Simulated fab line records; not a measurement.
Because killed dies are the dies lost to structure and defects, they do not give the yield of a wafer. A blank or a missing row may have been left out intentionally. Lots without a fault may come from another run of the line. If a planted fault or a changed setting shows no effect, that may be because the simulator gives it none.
Split-lot experiment :: flow n5-finfet :: 21 wafers read across 7 lots, on a route 1938 steps long

SPLIT DETAILS
At N5_BEOL_M2_PECVD_72 (deposits SiO2 from TEOS/O2, target thk 16 nm, time 18 s), the setting time-s was moved away from the recipe's 18 s on 10 of the 21 wafers read, by -11.7% to +14.9%. For the rest of the wafers, this setting stayed at what the recipe calls for.

The split's own step is where the reading is taken.

THE READING
SiO2_of_BEOL_M2_PECVD_72.thk-nm (the simulator's own value, which no gauge read), in nm, at N5_BEOL_M2_PECVD_72 (deposits SiO2 from TEOS/O2, target thk 16 nm, time 18 s). The file gives no usual value for it. Here, 11 wafers ran the recipe; their average is 15.9 nm with a standard deviation of 0.2 nm.

wafer: L075.1
tool, chamber at the split: pecvd-03, 2
time-s as run, s: 17.11
against the recipe: -4.9%
SiO2_of_BEOL_M2_PECVD_72.thk-nm, nm: 15
against lot-mates on the recipe: -1.0

wafer: L075.3
tool, chamber at the split: pecvd-03, 0
time-s as run, s: 18
against the recipe: recipe
SiO2_of_BEOL_M2_PECVD_72.thk-nm, nm: 16
against lot-mates on the recipe: -

wafer: L075.4
tool, chamber at the split: pecvd-03, 1
time-s as run, s: 17.11
against the recipe: -4.9%
SiO2_of_BEOL_M2_PECVD_72.thk-nm, nm: 15.2
against lot-mates on the recipe: -0.8

wafer: L083.1
tool, chamber at the split: pecvd-04, 2
time-s as run, s: 19.39
against the recipe: +7.7%
SiO2_of_BEOL_M2_PECVD_72.thk-nm, nm: 17
against lot-mates on the recipe: +1.1

wafer: L083.3
tool, chamber at the split: pecvd-04, 0
time-s as run, s: 18
against the recipe: recipe
SiO2_of_BEOL_M2_PECVD_72.thk-nm, nm: 15.6
against lot-mates on the recipe: -

wafer: L083.4
tool, chamber at the split: pecvd-04, 2
time-s as run, s: 18
against the recipe: recipe
SiO2_of_BEOL_M2_PECVD_72.thk-nm, nm: 16.2
against lot-mates on the recipe: -

wafer: L085.1
tool, chamber at the split: pecvd-04, 1
time-s as run, s: 18
against the recipe: recipe
SiO2_of_BEOL_M2_PECVD_72.thk-nm, nm: 15.8
against lot-mates on the recipe: -

wafer: L085.3
tool, chamber at the split: pecvd-04, 0
time-s as run, s: 20.68
against the recipe: +14.9%
SiO2_of_BEOL_M2_PECVD_72.thk-nm, nm: 18
against lot-mates on the recipe: +2.2

wafer: L085.4
tool, chamber at the split: pecvd-04, 2
time-s as run, s: 20.68
against the recipe: +14.9%
SiO2_of_BEOL_M2_PECVD_72.thk-nm, nm: 18.4
against lot-mates on the recipe: +2.6

wafer: L088.1
tool, chamber at the split: pecvd-01, 0
time-s as run, s: 19.97
against the recipe: +10.9%
SiO2_of_BEOL_M2_PECVD_72.thk-nm, nm: 17.2
against lot-mates on the recipe: +1.4

wafer: L088.3
tool, chamber at the split: pecvd-01, 0
time-s as run, s: 18
against the recipe: recipe
SiO2_of_BEOL_M2_PECVD_72.thk-nm, nm: 15.8
against lot-mates on the recipe: -

wafer: L088.6
tool, chamber at the split: pecvd-01, 0
time-s as run, s: 19.97
against the recipe: +10.9%
SiO2_of_BEOL_M2_PECVD_72.thk-nm, nm: 17.6
against lot-mates on the recipe: +1.8

wafer: L091.1
tool, chamber at the split: pecvd-03, 0
time-s as run, s: 15.89
against the recipe: -11.7%
SiO2_of_BEOL_M2_PECVD_72.thk-nm, nm: 13.6
against lot-mates on the recipe: -2.2

wafer: L091.4
tool, chamber at the split: pecvd-03, 0,2
time-s as run, s: 18
against the recipe: recipe
SiO2_of_BEOL_M2_PECVD_72.thk-nm, nm: 15.8
against lot-mates on the recipe: -

wafer: L091.5
tool, chamber at the split: pecvd-03, 0,2
time-s as run, s: 18
against the recipe: recipe
SiO2_of_BEOL_M2_PECVD_72.thk-nm, nm: 15.8
against lot-mates on the recipe: -

wafer: L095.3
tool, chamber at the split: pecvd-01, 2
time-s as run, s: 18.75
against the recipe: +4.2%
SiO2_of_BEOL_M2_PECVD_72.thk-nm, nm: 16.2
against lot-mates on the recipe: +0.0

wafer: L095.4
tool, chamber at the split: pecvd-01, 2
time-s as run, s: 18.75
against the recipe: +4.2%
SiO2_of_BEOL_M2_PECVD_72.thk-nm, nm: 16.8
against lot-mates on the recipe: +0.6

wafer: L095.6
tool, chamber at the split: pecvd-01, 1
time-s as run, s: 18
against the recipe: recipe
SiO2_of_BEOL_M2_PECVD_72.thk-nm, nm: 16.2
against lot-mates on the recipe: -

wafer: L096.1
tool, chamber at the split: pecvd-04, 1
time-s as run, s: 18
against the recipe: recipe
SiO2_of_BEOL_M2_PECVD_72.thk-nm, nm: 15.8
against lot-mates on the recipe: -

wafer: L096.5
tool, chamber at the split: pecvd-04, 2
time-s as run, s: 18
against the recipe: recipe
SiO2_of_BEOL_M2_PECVD_72.thk-nm, nm: 16.2
against lot-mates on the recipe: -

wafer: L096.6
tool, chamber at the split: pecvd-04, 1
time-s as run, s: 18
against the recipe: recipe
SiO2_of_BEOL_M2_PECVD_72.thk-nm, nm: 16
against lot-mates on the recipe: -
Rows listing several chambers each stand for several wafers; the file does not say which wafer went through which chamber.

THE FIT
A straight line over all 21 wafers: SiO2_of_BEOL_M2_PECVD_72.thk-nm changes by +0.158 nm for each +1% of time-s; r = +0.98; the points scatter about the line by 0.24 nm.
The same after taking each lot's own level away (the mean of its wafers on the recipe; 21 wafers): +0.162 nm for each +1%; r = +0.98; scatter 0.22 nm.
On that fit, the largest move of time-s shifts the reading by 2.4 nm.
Across the lots, their own levels run from 15.80 to 16.20 nm, a range of 2.0 times the standard deviation given above.
Consequently the slope shifts little with the lot-to-lot level, the two slopes agreeing.
Check: +2.37 nm against its lot-mates is what the line predicts for one of the wafers moved furthest among these (+14.9%) when that wafer is left out of the fit. It came out at +2.2 nm against them.

ADDITIONAL SPLITS CARRIED BY THESE WAFERS
Other splits were also applied to these wafers ahead of the reading. Each is held against what the fit with the lots' levels taken away leaves over:
other split on the same wafers: N5_BEOL_M0_SAQP_COAT_87 spin-rpm
wafers away from the commonest value: 5
r with SiO2_of_BEOL_M2_PECVD_72.thk-nm (lot level and that fit taken away): +0.23

other split on the same wafers: N5_BEOL_M0_ETCH_109 bias-w
wafers away from the commonest value: 7
r with SiO2_of_BEOL_M2_PECVD_72.thk-nm (lot level and that fit taken away): +0.04

other split on the same wafers: N5_BEOL_M1_ETCH_70 bias-w
wafers away from the commonest value: 6
r with SiO2_of_BEOL_M2_PECVD_72.thk-nm (lot level and that fit taken away): +0.31

other split on the same wafers: N5_BEOL_M1_TRENCH_ETCH_37 bias-w
wafers away from the commonest value: 11
r with SiO2_of_BEOL_M2_PECVD_72.thk-nm (lot level and that fit taken away): +0.07

THE FILE'S OWN FIT
SiO2_of_BEOL_M2_PECVD_72.thk-nm changes by +0.161 nm for each +1% of time-s, r = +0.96.
